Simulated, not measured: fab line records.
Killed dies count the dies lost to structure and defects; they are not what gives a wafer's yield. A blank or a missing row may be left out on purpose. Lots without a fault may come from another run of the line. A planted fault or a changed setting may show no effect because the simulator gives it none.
Which tool did it?	flow nand-harc	72 wafers from 24 lots sampled at 6 of the route's 1302 steps

## WHAT THE GAUGES READ, wafer by wafer
NHARC_P_ZERO_WELL_CD_MEAS_11 targets a cd of 500 nm.
lot	measured	on	cd-nm (nm)
L074	day 1 21:07	cd-sem-02	504.0 500.9 504.0
L075	day 2 07:07	cd-sem-03	501.9 498.2 502.0
L076	day 2 17:14	cd-sem-03	496.2 499.6 495.5
L077	day 3 03:15	cd-sem-03	497.3 501.7 503.1
L078	day 3 13:14	cd-sem-03	497.2 495.9 498.4
L079	day 3 23:24	cd-sem-03	496.9 499.9 497.4
L080	day 4 09:14	cd-sem-02	495.1 500.2 496.9
L081	day 4 19:16	cd-sem-03	497.5 500.3 499.0
L082	day 5 05:07	cd-sem-01	498.2 498.4 498.1
L083	day 5 15:14	cd-sem-02	497.4 498.7 497.2
L084	day 6 01:21	cd-sem-02	501.6 500.9 503.1
L085	day 6 11:14	cd-sem-03	499.7 501.5 502.6
L086	day 6 21:07	cd-sem-02	498.8 496.8 501.1
L087	day 7 07:07	cd-sem-02	497.7 500.8 496.6
L088	day 7 17:14	cd-sem-03	498.9 500.9 498.6
L089	day 8 03:08	cd-sem-01	497.6 496.2 497.6
L090	day 8 13:16	cd-sem-02	498.7 497.2 498.4
L091	day 8 23:14	cd-sem-02	501.9 503.6 499.8
L092	day 9 09:07	cd-sem-01	497.0 501.7 497.1
L093	day 9 19:15	cd-sem-03	500.6 497.8 498.0
L094	day 10 05:14	cd-sem-03	494.4 498.1 499.2
L095	day 10 15:14	cd-sem-01	501.8 500.4 497.5
L096	day 11 01:07	cd-sem-01	498.3 497.7 500.6
L097	day 11 11:07	cd-sem-01	502.3 499.1 502.3

NHARC_P_CONTACT_CD_MEAS_19.
lot	measured	on	cd-nm (nm)
L074	day 5 18:38	cd-sem-02	86.2 88.4 91.0
L075	day 6 10:19	cd-sem-03	90.9 93.6 90.8
L076	day 6 22:19	cd-sem-02	93.5 92.0 88.9
L077	day 6 23:31	cd-sem-02	91.4 88.4 93.0
L078	day 7 11:28	cd-sem-03	89.3 89.1 92.5
L079	day 7 22:42	cd-sem-02	89.4 87.6 88.7
L080	day 8 09:03	cd-sem-01	89.9 90.9 89.3
L081	day 9 00:58	cd-sem-01	91.4 91.5 88.8
L082	day 9 02:44	cd-sem-01	94.7 90.5 92.7
L083	day 9 20:16	cd-sem-03	90.0 88.4 90.9
L084	day 10 01:00	cd-sem-03	88.6 91.2 88.0
L085	day 10 13:19	cd-sem-03	89.7 90.6 93.1
L086	day 11 05:59	cd-sem-03	89.9 91.4 91.1
L087	day 11 06:07	cd-sem-01	90.2 90.8 91.0
L088	day 12 00:00	cd-sem-03	90.0 91.1 92.3
L089	day 11 22:28	cd-sem-03	90.9 89.5 88.5
L090	day 12 15:44	cd-sem-02	87.1 90.5 90.8
L091	day 12 17:32	cd-sem-01	91.8 92.7 90.4
L092	day 13 10:50	cd-sem-03	88.4 89.0 90.0
L093	day 13 18:29	cd-sem-01	89.2 95.6 90.5
L094	day 14 05:33	cd-sem-01	90.6 91.9 93.9
L095	day 14 12:20	cd-sem-02	88.4 95.1 87.3
L096	day 15 01:34	cd-sem-01	87.4 85.9 87.9
L097	day 15 08:08	cd-sem-03	88.3 91.9 88.6

## WHAT TOOL EACH LOT RAN ON (gives the tool, then ch and the chambers of the sampled wafers, and finally the start)
lot	NHARC_P_ZERO_WELL_DESCUM_13	NHARC_P_GATE_HM_DEP_102	NHARC_P_GATE_DEGAS_109	NHARC_P_CONTACT_ETCH_35
L074	rie-diel-05 ch 0,3, day 1 21:17	acl-dep-01 ch 0, day 4 20:25	pvd-sputter-03, day 5 15:08	rie-diel-09 ch 2,3, day 5 17:50
L075	rie-diel-06 ch 0,1, day 2 07:16	acl-dep-02 ch 0, day 5 12:04	pvd-sputter-02, day 6 06:41	rie-diel-11 ch 0,2, day 6 09:31
L076	rie-diel-12 ch 0,1,2, day 2 17:23	acl-dep-01 ch 0, day 5 23:48	pvd-sputter-02, day 6 18:44	rie-diel-11 ch 0,2,3, day 6 21:32
L077	rie-diel-05 ch 0,1,3, day 3 03:24	acl-dep-02 ch 0, day 6 01:31	pvd-sputter-01, day 6 20:00	rie-diel-11 ch 0,1,3, day 6 22:43
L078	rie-diel-12 ch 1,2,3, day 3 13:25	acl-dep-03 ch 0, day 6 12:56	pvd-sputter-02, day 7 07:41	rie-diel-09 ch 2,3, day 7 10:34
L079	rie-diel-05 ch 1,3, day 3 23:33	acl-dep-02 ch 0, day 7 00:20	pvd-sputter-02, day 7 19:04	rie-diel-11 ch 0,1,2, day 7 21:56
L080	rie-diel-12 ch 0,1,2, day 4 09:25	acl-dep-01 ch 0, day 7 08:32	pvd-sputter-02, day 8 05:23	rie-diel-11 ch 1,2, day 8 08:17
L081	rie-diel-05 ch 1,2,3, day 4 19:26	acl-dep-01 ch 0, day 8 02:04	pvd-sputter-01, day 8 21:05	rie-diel-09 ch 0,1,2, day 9 00:10
L082	rie-diel-05 ch 1,2,3, day 5 05:16	acl-dep-01 ch 0, day 8 04:46	pvd-sputter-03, day 8 23:14	rie-diel-09 ch 0,1,3, day 9 01:56
L083	rie-diel-12 ch 0,1, day 5 15:24	acl-dep-03 ch 0, day 8 21:16	pvd-sputter-02, day 9 16:32	rie-diel-09 ch 0,2,3, day 9 19:29
L084	rie-diel-05 ch 0,3, day 6 01:31	acl-dep-03 ch 0, day 9 02:52	pvd-sputter-03, day 9 21:30	rie-diel-09 ch 2,3, day 10 00:13
L085	rie-diel-05 ch 1,2,3, day 6 11:25	acl-dep-02 ch 0, day 9 15:03	pvd-sputter-02, day 10 09:39	rie-diel-02 ch 0,1,3, day 10 12:32
L086	rie-diel-12 ch 0,3, day 6 21:22	acl-dep-02 ch 0, day 10 07:14	pvd-sputter-02, day 11 02:08	rie-diel-11 ch 0,1, day 11 05:04
L087	rie-diel-06 ch 1,3, day 7 07:17	acl-dep-03 ch 0, day 10 07:08	pvd-sputter-03, day 11 02:27	rie-diel-09 ch 0,1,3, day 11 05:20
L088	rie-diel-12 ch 0,2, day 7 17:24	acl-dep-01 ch 0, day 11 00:34	pvd-sputter-03, day 11 20:10	rie-diel-09 ch 0,2,3, day 11 23:13
L089	rie-diel-05 ch 1,2, day 8 03:34	acl-dep-01 ch 0, day 11 00:08	pvd-sputter-03, day 11 18:45	rie-diel-09 ch 0,3, day 11 21:41
L090	rie-diel-06 ch 0,1,3, day 8 13:25	acl-dep-03 ch 0, day 11 16:59	pvd-sputter-03, day 12 11:42	rie-diel-11 ch 0,2,3, day 12 14:57
L091	rie-diel-06 ch 0,3, day 8 23:23	acl-dep-02 ch 0, day 11 19:14	pvd-sputter-02, day 12 13:55	rie-diel-02 ch 0,2, day 12 16:45
L092	rie-diel-06 ch 1,2,3, day 9 09:16	acl-dep-03 ch 0, day 12 12:27	pvd-sputter-01, day 13 06:59	rie-diel-09 ch 0,1,2, day 13 10:04
L093	rie-diel-12 ch 0,1,2, day 9 19:56	acl-dep-02 ch 0, day 12 19:29	pvd-sputter-02, day 13 14:49	rie-diel-09 ch 0,1, day 13 17:43
L094	rie-diel-12 ch 2,3, day 10 05:23	acl-dep-01 ch 0, day 13 07:17	pvd-sputter-02, day 14 01:55	rie-diel-09 ch 0,1,3, day 14 04:47
L095	rie-diel-06 ch 1,2, day 10 15:26	acl-dep-02 ch 0, day 13 13:32	pvd-sputter-02, day 14 08:21	rie-diel-02 ch 0,1, day 14 11:04
L096	rie-diel-05 ch 0,2,3, day 11 01:16	acl-dep-01 ch 0, day 14 03:19	pvd-sputter-03, day 14 21:55	rie-diel-11 ch 0,2, day 15 00:46
L097	rie-diel-06 ch 0,1, day 11 11:16	acl-dep-01 ch 0, day 14 10:11	pvd-sputter-01, day 15 04:30	rie-diel-02 ch 0,2,3, day 15 07:21
- NHARC_P_ZERO_WELL_DESCUM_13: chemistry O2, time 3 s.
- NHARC_P_GATE_HM_DEP_102: deposits aC, target thk 120 nm.
- NHARC_P_GATE_DEGAS_109: time 60 s.
- NHARC_P_CONTACT_ETCH_35: etches the open film in CF4, target depth 39 nm, time 65 s.

## WHAT THE TOOLS THEMSELVES READ (means of the sampled wafers that have a number; where no wafer has one, the mark that the record gives instead)
NHARC_P_ZERO_WELL_DESCUM_13.
lot	tool	drypump-motor-current-A (A)	oes-product-au (a.u.)	rf-vpp-V (V)	showerhead-plenum-p-Torr (Torr)	throttle-valve-pct (%)
L074	rie-diel-05	5.5	1.007	58.9	1.92	11.310
L075	rie-diel-06	6.0	1.004	57.3	1.93	11.313
L076	rie-diel-12	5.9	1.002	57.6	1.97	11.315
L077	rie-diel-05	5.8	1.005	57.3	1.86	11.313
L078	rie-diel-12	5.6	1.012	58.7	1.97	11.308
L079	rie-diel-05	5.8	1.015	58.3	1.98	11.308
L080	rie-diel-12	5.9	1.018	59.1	1.97	11.310
L081	rie-diel-05	5.8	1.006	58.7	1.92	11.313
L082	rie-diel-05	5.8	1.009	57.7	1.92	11.320
L083	rie-diel-12	6.1	1.005	57.5	1.94	11.314
L084	rie-diel-05	5.6	1.008	57.7	1.91	11.304
L085	rie-diel-05	5.8	1.002	57.3	1.92	11.310
L086	rie-diel-12	5.7	0.999	57.5	1.96	11.309
L087	rie-diel-06	5.4	1.007	58.1	1.91	11.313
L088	rie-diel-12	5.8	1.004	58.8	1.97	11.307
L089	rie-diel-05	5.9	1.011	56.6	1.86	11.312
L090	rie-diel-06	5.7	0.999	57.6	1.92	11.303
L091	rie-diel-06	5.5	0.996	57.5	1.93	11.301
L092	rie-diel-06	5.5	1.006	57.8	1.93	11.316
L093	rie-diel-12	5.9	1.007	57.5	1.95	11.309
L094	rie-diel-12	5.2	0.992	57.8	1.97	11.309
L095	rie-diel-06	5.5	1.001	57.5	1.94	11.319
L096	rie-diel-05	5.6	1.015	59.4	1.95	11.305
L097	rie-diel-06	6.0	0.996	57.9	1.92	11.303

NHARC_P_GATE_HM_DEP_102.
lot	tool	throttle-valve-pct (%)
L074	acl-dep-01	35.003
L075	acl-dep-02	35.003
L076	acl-dep-01	35.002
L077	acl-dep-02	35.000
L078	acl-dep-03	34.996
L079	acl-dep-02	35.001
L080	acl-dep-01	35.001
L081	acl-dep-01	35.003
L082	acl-dep-01	34.994
L083	acl-dep-03	35.006
L084	acl-dep-03	34.992
L085	acl-dep-02	35.002
L086	acl-dep-02	35.008
L087	acl-dep-03	34.999
L088	acl-dep-01	35.004
L089	acl-dep-01	35.000
L090	acl-dep-03	35.002
L091	acl-dep-02	35.001
L092	acl-dep-03	35.001
L093	acl-dep-02	35.000
L094	acl-dep-01	35.006
L095	acl-dep-02	35.006
L096	acl-dep-01	34.994
L097	acl-dep-01	34.998

NHARC_P_GATE_DEGAS_109.
lot	tool	heater-power-w (W)
L074	pvd-sputter-03	419
L075	pvd-sputter-02	515
L076	pvd-sputter-02	484
L077	pvd-sputter-01	459
L078	pvd-sputter-02	476
L079	pvd-sputter-02	470
L080	pvd-sputter-02	493
L081	pvd-sputter-01	462
L082	pvd-sputter-03	454
L083	pvd-sputter-02	472
L084	pvd-sputter-03	388
L085	pvd-sputter-02	459
L086	pvd-sputter-02	513
L087	pvd-sputter-03	418
L088	pvd-sputter-03	424
L089	pvd-sputter-03	450
L090	pvd-sputter-03	456
L091	pvd-sputter-02	468
L092	pvd-sputter-01	461
L093	pvd-sputter-02	474
L094	pvd-sputter-02	481
L095	pvd-sputter-02	485
L096	pvd-sputter-03	417
L097	pvd-sputter-01	462

NHARC_P_CONTACT_ETCH_35.
lot	tool	drypump-motor-current-A (A)	oes-product-au (a.u.)	rf-vpp-V (V)	showerhead-plenum-p-Torr (Torr)	throttle-valve-pct (%)
L074	rie-diel-09	5.5	0.994	151.8	1.82	13.277
L075	rie-diel-11	5.7	1.014	152.9	1.85	13.273
L076	rie-diel-11	5.9	1.014	153.0	1.84	13.288
L077	rie-diel-11	5.7	1.010	152.0	1.82	13.285
L078	rie-diel-09	5.8	0.997	151.1	1.76	13.278
L079	rie-diel-11	5.6	1.013	152.6	1.82	13.281
L080	rie-diel-11	5.2	1.007	151.8	1.78	13.281
L081	rie-diel-09	5.6	1.007	150.1	1.73	13.275
L082	rie-diel-09	5.3	1.000	151.8	1.80	13.282
L083	rie-diel-09	5.6	0.994	151.5	1.76	13.273
L084	rie-diel-09	5.5	0.999	151.9	1.82	13.277
L085	rie-diel-02	5.8	1.000	151.8	1.80	13.284
L086	rie-diel-11	5.4	1.003	151.5	1.80	13.288
L087	rie-diel-09	5.3	1.006	152.2	1.80	13.283
L088	rie-diel-09	5.6	1.004	151.2	1.76	13.293
L089	rie-diel-09	5.5	0.997	151.6	1.76	13.276
L090	rie-diel-11	5.8	1.011	152.2	1.84	13.288
L091	rie-diel-02	5.6	1.004	151.0	1.76	13.288
L092	rie-diel-09	5.5	1.005	150.1	1.73	13.274
L093	rie-diel-09	5.4	0.996	150.8	1.74	13.273
L094	rie-diel-09	5.3	0.997	150.3	1.80	13.290
L095	rie-diel-02	5.6	0.990	151.1	1.81	13.280
L096	rie-diel-11	5.7	1.011	151.5	1.84	13.285
L097	rie-diel-02	5.8	0.994	152.2	1.80	13.282

## THE ANSWER, worked out from the rows above alone
Rule: the usual values come from the lots themselves. Put in order of their means at a reading, lots are off if they are a third of the lots or fewer, leave a main group of 4 or more, and stand apart from it by a gap of 3 or more times the standard deviation of the main group's means; of several such gaps the widest counts. If all means in a main group match to the digits the tables above print for the reading, that group is not used. Also off: a lot with no number at a reading for which 4 or more lots have one. All remaining lots with rows at the step are treated as sound. Order of review: gauges by route order, followed by the tools' own readings, for which a lot's mean as printed above is used. The first step at which some lot is off is used, and at that step the reading that is off furthest; a lot without a number counts as furthest.
No lot is off at any reading shown: from this, nothing can be told.

## WHAT HAD BEEN PUT IN BY THE SIMULATOR
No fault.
